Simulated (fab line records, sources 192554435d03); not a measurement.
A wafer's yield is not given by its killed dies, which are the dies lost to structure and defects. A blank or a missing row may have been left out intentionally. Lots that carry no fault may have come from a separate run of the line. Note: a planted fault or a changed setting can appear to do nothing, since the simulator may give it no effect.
The tool behind it: which one? :: flow n5 finfet :: Sampling: 10 lots, 30 wafers, 5 of 1938 route steps

WHAT THE GAUGES SHOWED, per wafer
The record lacks any reading of a measuring or inspecting step that a usual standard deviation could be used to judge.

WHAT TOOL EACH LOT RAN ON (gives the tool, then ch and the chambers of the sampled wafers, and finally the start)
lot: L461
N5_BEOL_M10_DESCUM_33: rie diel-02 ch 1,2,3, day 10 03:08
N5_BEOL_M10_ETCH_65: rie diel-02 ch 1,2,3, day 10 03:10
N5_BEOL_M10_TRENCH_ETCH_37: rie diel-02 ch 1,2,3, day 10 05:17 or earlier
N5_BEOL_M10_ALD_74: ald metal-02 ch 0,2, day 10 05:17
N5_PASSIVATION_PROBE_49: -

lot: L464
N5_BEOL_M10_DESCUM_33: rie diel-04 ch 0,2, day 10 12:34
N5_BEOL_M10_ETCH_65: rie diel-04 ch 0,2, day 10 12:36
N5_BEOL_M10_TRENCH_ETCH_37: rie diel-04 ch 0,2, day 10 14:49 or earlier
N5_BEOL_M10_ALD_74: ald metal-01 ch 0,1,3, day 10 14:49
N5_PASSIVATION_PROBE_49: -

lot: L465
N5_BEOL_M10_DESCUM_33: rie diel-04 ch 0,1,3, day 11 00:18
N5_BEOL_M10_ETCH_65: rie diel-04 ch 0,1,3, day 11 00:20
N5_BEOL_M10_TRENCH_ETCH_37: rie diel-04 ch 0,1,3, day 11 01:28 or earlier
N5_BEOL_M10_ALD_74: ald metal-02 ch 0,2,3, day 11 01:28
N5_PASSIVATION_PROBE_49: -

lot: L466
N5_BEOL_M10_DESCUM_33: rie diel-05 ch 0,1,3, day 11 06:52
N5_BEOL_M10_ETCH_65: rie diel-05 ch 0,1,3, day 11 06:55
N5_BEOL_M10_TRENCH_ETCH_37: rie diel-05 ch 0,1,3, day 11 08:50 or earlier
N5_BEOL_M10_ALD_74: ald metal-02 ch 1,2, day 11 08:50
N5_PASSIVATION_PROBE_49: -

lot: L467
N5_BEOL_M10_DESCUM_33: rie diel-04 ch 0,2, day 11 07:55
N5_BEOL_M10_ETCH_65: rie diel-04 ch 0,2, day 11 07:57
N5_BEOL_M10_TRENCH_ETCH_37: rie diel-04 ch 0,2, day 11 09:07 or earlier
N5_BEOL_M10_ALD_74: ald metal-02 ch 2,3, day 11 09:07
N5_PASSIVATION_PROBE_49: -

lot: L468
N5_BEOL_M10_DESCUM_33: rie diel-02 ch 0,2, day 11 08:36
N5_BEOL_M10_ETCH_65: rie diel-02 ch 0,2, day 11 08:38
N5_BEOL_M10_TRENCH_ETCH_37: rie diel-02 ch 0,2, day 11 11:39 or earlier
N5_BEOL_M10_ALD_74: ald metal-01 ch 0,2,3, day 11 11:39
N5_PASSIVATION_PROBE_49: -

lot: L469
N5_BEOL_M10_DESCUM_33: rie diel-04 ch 0,1, day 11 21:32
N5_BEOL_M10_ETCH_65: rie diel-04 ch 0,1, day 11 21:35
N5_BEOL_M10_TRENCH_ETCH_37: rie diel-04 ch 0,1, day 11 22:51 or earlier
N5_BEOL_M10_ALD_74: ald metal-02 ch 2,3, day 11 22:51
N5_PASSIVATION_PROBE_49: -

lot: L478
N5_BEOL_M10_DESCUM_33: rie diel-02 ch 0,2, day 14 06:27
N5_BEOL_M10_ETCH_65: rie diel-02 ch 0,2, day 14 06:29
N5_BEOL_M10_TRENCH_ETCH_37: rie diel-02 ch 0,2, day 14 07:59 or earlier
N5_BEOL_M10_ALD_74: ald metal-01 ch 0,1,3, day 14 07:59
N5_PASSIVATION_PROBE_49: prober-01, day 16 14:35

lot: L480
N5_BEOL_M10_DESCUM_33: rie diel-02 ch 0,1,3, day 15 01:31
N5_BEOL_M10_ETCH_65: rie diel-02 ch 0,1,3, day 15 01:32
N5_BEOL_M10_TRENCH_ETCH_37: rie diel-02 ch 0,1,3, day 15 02:50 or earlier
N5_BEOL_M10_ALD_74: ald metal-03 ch 0,1,3, day 15 02:50
N5_PASSIVATION_PROBE_49: prober-02, day 17 04:58

lot: L483
N5_BEOL_M10_DESCUM_33: rie diel-02 ch 0,1,3, day 15 08:35
N5_BEOL_M10_ETCH_65: rie diel-02 ch 0,1,3, day 15 08:37
N5_BEOL_M10_TRENCH_ETCH_37: rie diel-02 ch 0,1,3, day 15 09:48 or earlier
N5_BEOL_M10_ALD_74: ald metal-01 ch 0,2,3, day 15 09:48
N5_PASSIVATION_PROBE_49: -
- N5_BEOL_M10_DESCUM_33: chemistry O2, time 7.9 s.
- N5_BEOL_M10_ETCH_65: etches SiARC in CF4, target depth 39 nm, time 65 s.
- N5_BEOL_M10_TRENCH_ETCH_37: etches SiCOH lowk in C4F6/O2, target depth 148.83 nm, time 48 s.
- N5_BEOL_M10_ALD_74: deposits TaN, target thk 2 nm, pulse time 2 s, purge time 3 s.
- N5_PASSIVATION_PROBE_49

WHAT THE TOOLS THEMSELVES READ (means of the sampled wafers that have a number; where no wafer has one, the mark that the record gives instead)
N5_BEOL_M10_DESCUM_33. Usual: drypump motor current A 5.4 A, standard deviation 0.38; oes product au 0.75 a.u., standard deviation 0.079; rf vpp V 242.7 V, standard deviation 1.5; showerhead plenum p Torr 2.06 Torr, standard deviation 0.084; throttle valve pct 20.40 %, standard deviation 0.13.
lot: L461
tool: rie diel-02
drypump motor current A (A): 5.4
oes product au (a.u.): 0.82
rf vpp V (V): 243.3
showerhead plenum p Torr (Torr): 2.14
throttle valve pct (%): 20.34
flag: 

lot: L464
tool: rie diel-04
drypump motor current A (A): 5.5
oes product au (a.u.): 0.75
rf vpp V (V): 242.0
showerhead plenum p Torr (Torr): 2.00
throttle valve pct (%): 20.47
flag: 

lot: L465
tool: rie diel-04
drypump motor current A (A): 5.6
oes product au (a.u.): 0.69
rf vpp V (V): 242.4
showerhead plenum p Torr (Torr): 2.03
throttle valve pct (%): 20.46
flag: 

lot: L466
tool: rie diel-05
drypump motor current A (A): 5.4
oes product au (a.u.): 0.79
rf vpp V (V): 243.2
showerhead plenum p Torr (Torr): 2.09
throttle valve pct (%): 20.22
flag: 

lot: L467
tool: rie diel-04
drypump motor current A (A): 5.5
oes product au (a.u.): 0.74
rf vpp V (V): 241.9
showerhead plenum p Torr (Torr): 1.99
throttle valve pct (%): 20.48
flag: 

lot: L468
tool: rie diel-02
drypump motor current A (A): 5.8
oes product au (a.u.): 0.69
rf vpp V (V): 242.1
showerhead plenum p Torr (Torr): 2.03
throttle valve pct (%): 20.47
flag: 

lot: L469
tool: rie diel-04
drypump motor current A (A): 5.7
oes product au (a.u.): 0.69
rf vpp V (V): 243.4
showerhead plenum p Torr (Torr): 2.02
throttle valve pct (%): 20.55
flag: 

lot: L478
tool: rie diel-02
drypump motor current A (A): 5.8
oes product au (a.u.): 0.68
rf vpp V (V): 242.0
showerhead plenum p Torr (Torr): 2.08
throttle valve pct (%): 20.52
flag: 

lot: L480
tool: rie diel-02
drypump motor current A (A): 5.3
oes product au (a.u.): 0.77
rf vpp V (V): 242.5
showerhead plenum p Torr (Torr): 2.07
throttle valve pct (%): 20.39
flag: 

lot: L483
tool: rie diel-02
drypump motor current A (A): 5.4
oes product au (a.u.): 0.76
rf vpp V (V): 242.8
showerhead plenum p Torr (Torr): 2.06
throttle valve pct (%): 20.40
flag: 

N5_BEOL_M10_ETCH_65. Usual: drypump motor current A 5.4 A, standard deviation 0.38; etch rf on time s 65.8 s, standard deviation 1.1; oes product au 0.63 a.u., standard deviation 0.066; rf vpp V 183.9 V, standard deviation 1.2; showerhead plenum p Torr 2.12 Torr, standard deviation 0.079; throttle valve pct 15.67 %, standard deviation 0.18.
lot: L461
tool: rie diel-02
drypump motor current A (A): 5.4
etch rf on time s (s): 64.9
oes product au (a.u.): 0.69
rf vpp V (V): 184.3
showerhead plenum p Torr (Torr): 2.20
throttle valve pct (%): 15.58
flag: 

lot: L464
tool: rie diel-04
drypump motor current A (A): 5.5
etch rf on time s (s): 64.8
oes product au (a.u.): 0.64
rf vpp V (V): 182.4
showerhead plenum p Torr (Torr): 2.06
throttle valve pct (%): 15.72
flag: 

lot: L465
tool: rie diel-04
drypump motor current A (A): 5.6
etch rf on time s (s): 66.4
oes product au (a.u.): 0.58
rf vpp V (V): 183.3
showerhead plenum p Torr (Torr): 2.09
throttle valve pct (%): 15.81
flag: 

lot: L466
tool: rie diel-05
drypump motor current A (A): 5.4
etch rf on time s (s): 66.8
oes product au (a.u.): 0.66
rf vpp V (V): 184.7
showerhead plenum p Torr (Torr): 2.16
throttle valve pct (%): 15.52
flag: 

lot: L467
tool: rie diel-04
drypump motor current A (A): 5.5
etch rf on time s (s): 65.6
oes product au (a.u.): 0.63
rf vpp V (V): 182.9
showerhead plenum p Torr (Torr): 2.06
throttle valve pct (%): 15.75
flag: 

lot: L468
tool: rie diel-02
drypump motor current A (A): 5.8
etch rf on time s (s): 65.3
oes product au (a.u.): 0.59
rf vpp V (V): 183.6
showerhead plenum p Torr (Torr): 2.09
throttle valve pct (%): 15.76
flag: 

lot: L469
tool: rie diel-04
drypump motor current A (A): 5.7
etch rf on time s (s): 65.7
oes product au (a.u.): 0.58
rf vpp V (V): 184.4
showerhead plenum p Torr (Torr): 2.09
throttle valve pct (%): 15.88
flag: 

lot: L478
tool: rie diel-02
drypump motor current A (A): 5.8
etch rf on time s (s): 65.2
oes product au (a.u.): 0.58
rf vpp V (V): 184.0
showerhead plenum p Torr (Torr): 2.14
throttle valve pct (%): 15.87
flag: 

lot: L480
tool: rie diel-02
drypump motor current A (A): 5.4
etch rf on time s (s): 66.0
oes product au (a.u.): 0.65
rf vpp V (V): 183.5
showerhead plenum p Torr (Torr): 2.12
throttle valve pct (%): 15.62
flag: 

lot: L483
tool: rie diel-02
drypump motor current A (A): 5.4
etch rf on time s (s): 66.3
oes product au (a.u.): 0.64
rf vpp V (V): 183.2
showerhead plenum p Torr (Torr): 2.12
throttle valve pct (%): 15.63
flag: 

N5_BEOL_M10_TRENCH_ETCH_37. Usual: C4F6_flow_sccm 9.995 sccm, standard deviation 0.029; drypump motor current A 5.4 A, standard deviation 0.37; oes_f_703_au 0.74 a.u., standard deviation 0.077; oes product au 0.74 a.u., standard deviation 0.076; rf vpp V 666 V, standard deviation 9.7; showerhead plenum p Torr 2.81 Torr, standard deviation 0.1; throttle valve pct 20.96 %, standard deviation 0.18.
lot: L461
tool: rie diel-02
C4F6_flow_sccm (sccm): 10.014
drypump motor current A (A): 5.4
oes_f_703_au (a.u.): 0.81
oes product au (a.u.): 0.80
rf vpp V (V): 655
showerhead plenum p Torr (Torr): 2.91
throttle valve pct (%): 20.88
flag: 

lot: L464
tool: rie diel-04
C4F6_flow_sccm (sccm): 10.010
drypump motor current A (A): 5.5
oes_f_703_au (a.u.): 0.75
oes product au (a.u.): 0.75
rf vpp V (V): 663
showerhead plenum p Torr (Torr): 2.73
throttle valve pct (%): 21.02
flag: 

lot: L465
tool: rie diel-04
C4F6_flow_sccm (sccm): 9.981
drypump motor current A (A): 5.6
oes_f_703_au (a.u.): 0.67
oes product au (a.u.): 0.69
rf vpp V (V): 666
showerhead plenum p Torr (Torr): 2.78
throttle valve pct (%): 21.07
flag: 

lot: L466
tool: rie diel-05
C4F6_flow_sccm (sccm): 10.001
drypump motor current A (A): 5.4
oes_f_703_au (a.u.): 0.76
oes product au (a.u.): 0.78
rf vpp V (V): 670
showerhead plenum p Torr (Torr): 2.86
throttle valve pct (%): 20.81
flag: 

lot: L467
tool: rie diel-04
C4F6_flow_sccm (sccm): 9.977
drypump motor current A (A): 5.5
oes_f_703_au (a.u.): 0.73
oes product au (a.u.): 0.74
rf vpp V (V): 663
showerhead plenum p Torr (Torr): 2.73
throttle valve pct (%): 21.03
flag: 

lot: L468
tool: rie diel-02
C4F6_flow_sccm (sccm): 10.002
drypump motor current A (A): 5.7
oes_f_703_au (a.u.): 0.70
oes product au (a.u.): 0.69
rf vpp V (V): 666
showerhead plenum p Torr (Torr): 2.78
throttle valve pct (%): 21.06
flag: 

lot: L469
tool: rie diel-04
C4F6_flow_sccm (sccm): 10.014
drypump motor current A (A): 5.7
oes_f_703_au (a.u.): 0.68
oes product au (a.u.): 0.68
rf vpp V (V): 658
showerhead plenum p Torr (Torr): 2.78
throttle valve pct (%): 21.17
flag: 

lot: L478
tool: rie diel-02
C4F6_flow_sccm (sccm): 9.986
drypump motor current A (A): 5.8
oes_f_703_au (a.u.): 0.69
oes product au (a.u.): 0.68
rf vpp V (V): 656
showerhead plenum p Torr (Torr): 2.85
throttle valve pct (%): 21.13
flag: 

lot: L480
tool: rie diel-02
C4F6_flow_sccm (sccm): 9.995
drypump motor current A (A): 5.3
oes_f_703_au (a.u.): 0.75
oes product au (a.u.): 0.76
rf vpp V (V): 663
showerhead plenum p Torr (Torr): 2.82
throttle valve pct (%): 20.91
flag: 

lot: L483
tool: rie diel-02
C4F6_flow_sccm (sccm): 9.998
drypump motor current A (A): 5.4
oes_f_703_au (a.u.): 0.75
oes product au (a.u.): 0.76
rf vpp V (V): 663
showerhead plenum p Torr (Torr): 2.81
throttle valve pct (%): 20.93
flag: 

N5_BEOL_M10_ALD_74. Usual: heater power w 413 W, standard deviation 39; precursor vessel pressure torr 26.24 Torr, standard deviation 0.052.
lot: L461
tool: ald metal-02
heater power w (W): 381
precursor vessel pressure torr (Torr): 26.22
flag: 

lot: L464
tool: ald metal-01
heater power w (W): 422
precursor vessel pressure torr (Torr): 26.24
flag: 

lot: L465
tool: ald metal-02
heater power w (W): 397
precursor vessel pressure torr (Torr): 26.27
flag: 

lot: L466
tool: ald metal-02
heater power w (W): 394
precursor vessel pressure torr (Torr): 26.27
flag: 

lot: L467
tool: ald metal-02
heater power w (W): 416
precursor vessel pressure torr (Torr): 26.22
flag: 

lot: L468
tool: ald metal-01
heater power w (W): 404
precursor vessel pressure torr (Torr): 26.22
flag: 

lot: L469
tool: ald metal-02
heater power w (W): 412
precursor vessel pressure torr (Torr): 26.23
flag: 

lot: L478
tool: ald metal-01
heater power w (W): 422
precursor vessel pressure torr (Torr): 26.20
flag: 

lot: L480
tool: ald metal-03
heater power w (W): 418
precursor vessel pressure torr (Torr): 26.24
flag: 

lot: L483
tool: ald metal-01
heater power w (W): 409
precursor vessel pressure torr (Torr): 26.24
flag: 

N5_PASSIVATION_PROBE_49. Usual: defect limited yield 91.7 %, standard deviation 1.5; killed_at_M0_to_M3 32, standard deviation 9.6; killed_at_M4_up 13, standard deviation 5.3; killed at contacts 12, standard deviation 6.8; killed at front end 36, standard deviation 9.8; killed at other 4, standard deviation 3.1; killed dies 98, standard deviation 17; killed open 65, standard deviation 13; killed short 32, standard deviation 8.5; sort_bin_5_function 4.9 %, standard deviation 0.93; sort_bin_6_memory 3.2 %, standard deviation 0.67; sort n pass 1082, standard deviation 17; sort yield pct 91.7 %, standard deviation 1.4.
lot: L478
tool: prober-01
defect limited yield (%): 93.4
killed_at_M0_to_M3: 18
killed_at_M4_up: 10
killed at contacts: 15
killed at front end: 33
killed at other: 2
killed dies: 78
killed open: 49
killed short: 26
sort_bin_5_function (%): 3.7
sort_bin_6_memory (%): 2.6
sort n pass: 1102
sort yield pct (%): 93.4
flag: 

lot: L480
tool: prober-02
defect limited yield (%): 89.9
killed_at_M0_to_M3: 51
killed_at_M4_up: 12
killed at contacts: 15
killed at front end: 37
killed at other: 5
killed dies: 120
killed open: 78
killed short: 42
sort_bin_5_function (%): 6.2
sort_bin_6_memory (%): 3.6
sort n pass: 1060
sort yield pct (%): 89.9
flag: 

THE ANSWER, worked out from the rows above alone
Rule: a lot is off if the mean of its wafers that have a number lies more than 3 standard deviations from the usual mean. Also off: a lot with no number at a reading for which 4 or more lots have one. Where the step has rows for the other lots, those lots are counted as sound. Order of review: gauges by route order, followed by the tools' own readings, for which a lot's mean as printed above is used. At the first step where some lot is off, the reading lying furthest off is the one used; lots without a number count as furthest.
No lot is off at any reading shown: from this, nothing can be told.

WHAT HAD BEEN PUT IN BY THE SIMULATOR
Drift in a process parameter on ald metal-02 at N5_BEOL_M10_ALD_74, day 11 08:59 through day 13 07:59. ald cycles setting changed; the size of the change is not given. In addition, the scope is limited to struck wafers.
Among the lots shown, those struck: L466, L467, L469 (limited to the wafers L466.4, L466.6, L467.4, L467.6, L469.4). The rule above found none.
